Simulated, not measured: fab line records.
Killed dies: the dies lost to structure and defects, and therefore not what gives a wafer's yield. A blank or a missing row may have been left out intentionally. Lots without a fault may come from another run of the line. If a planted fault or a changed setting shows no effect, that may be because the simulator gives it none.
Which tool is to blame? | flow n5_finfet | 27 wafers from 9 lots sampled at 4 of the route's 1938 steps

== WHAT THE GAUGES READ, wafer by wafer ==
N5_BEOL_M4_RC_MEAS_101.
lot  | measured     | on        | VT_P_LONG (mV)
L887 | day 9 13:40  | prober-01 | -271.7 -269.9 -270.0
L889 | day 10 09:23 | prober-02 | -273.7 -275.1 -274.9
L893 | day 10 17:22 | prober-02 | -275.4 -275.5 -271.9
L894 | day 11 07:54 | prober-02 | -284.8 -277.9 -287.1
L895 | day 11 14:11 | prober-02 | -287.2 -276.9 -279.6
L897 | day 11 19:55 | prober-02 | -273.0 -272.7 -273.5
L902 | day 12 22:19 | prober-02 | -273.4 -273.1 -273.4
L903 | day 13 12:11 | prober-01 | -273.8 -274.8 -275.3
L905 | day 13 19:11 | prober-02 | -273.9 -275.6 -276.1

== TOOL THAT RAN EACH LOT (tool first, then ch and the chambers of the sampled wafers, then the start) ==
lot  | N5_HKMG_FIN_DESCUM_53             | N5_HKMG_FIN_CVD_62                      | N5_HKMG_FIN_ALD_36
L887 | rie_diel-03 ch 1,3, day 5 07:20   | thermal_cvd_si-02 ch 0,2, day 5 09:04   | ald_metal-01 ch 0,1,2, day 5 09:29
L889 | rie_diel-03 ch 0,1,2, day 5 18:37 | thermal_cvd_si-02 ch 0,1, day 5 20:21   | ald_metal-01 ch 0,1,3, day 5 20:54
L893 | rie_diel-04 ch 1,2,3, day 7 00:41 | thermal_cvd_si-02 ch 0,1, day 7 02:24   | ald_metal-01 ch 0,1,2, day 7 02:51
L894 | rie_diel-04 ch 0,2,3, day 7 07:37 | thermal_cvd_si-01 ch 0,2, day 7 09:20   | ald_metal-01 ch 0,3, day 7 09:46
L895 | rie_diel-04 ch 0,2,3, day 7 09:53 | thermal_cvd_si-02 ch 0,1, day 7 11:37   | ald_metal-01 ch 0,3, day 7 12:04
L897 | rie_diel-04 ch 0,1,2, day 7 19:39 | thermal_cvd_si-02 ch 0,2, day 7 21:23   | ald_metal-04 ch 0,1,2, day 7 21:54
L902 | rie_diel-03 ch 2,3, day 9 05:39   | thermal_cvd_si-01 ch 0,1,2, day 9 07:23 | ald_metal-03 ch 2,3, day 9 07:47
L903 | rie_diel-03 ch 0,3, day 9 09:59   | thermal_cvd_si-02 ch 0,2, day 9 11:52   | ald_metal-04 ch 2,3, day 9 12:15
L905 | rie_diel-01 ch 0,1,3, day 9 23:06 | thermal_cvd_si-02 ch 0,2, day 10 00:49  | ald_metal-04 ch 1,2,3, day 10 01:13
- N5_HKMG_FIN_DESCUM_53: chemistry O2, time 7.9 s.
- N5_HKMG_FIN_CVD_62: deposits a-Si from Si2H6, target thk 3 nm, time 20.8 s.
- N5_HKMG_FIN_ALD_36: deposits TiN, target thk 1 nm, pulse time 1 s, purge time 3 s.

== THE ANSWER, worked out from the rows above alone ==
Rule: usual is defined by the lots themselves. The widest of any qualifying gaps counts: lots, ordered by their means at a reading, are off when they make up no more than a third of the lots, leave a main group of 4 or more, and stand apart from it by 3 or more times the standard deviation of that group's means. If all means in a main group match to the digits the tables above print for the reading, that group is not used. A lot without any number at a reading at which 4 lots or more have one is off too. The other lots that the step has rows for count as sound.
Off: at N5_BEOL_M4_RC_MEAS_101 (VT_P_LONG), L894, L895. The main group: mean -273.7 mV, standard deviation 1.5.
If a tool, at a process step before that reading, ran all the lots that are off and no sound lot after the first of them, it fits. Those tools and the gauges at N5_BEOL_M4_RC_MEAS_101 are tried in the same way. One fits: N5_HKMG_FIN_ALD_36 on ald_metal-01. A fault onset in the window from L893 (day 7 02:51, its last sound lot) to L894 (day 7 09:46, its first lot off) fits.

== WHAT THE SIMULATOR PUT IN ==
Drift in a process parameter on ald_metal-01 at N5_HKMG_FIN_ALD_36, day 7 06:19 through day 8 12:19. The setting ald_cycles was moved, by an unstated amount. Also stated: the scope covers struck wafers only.
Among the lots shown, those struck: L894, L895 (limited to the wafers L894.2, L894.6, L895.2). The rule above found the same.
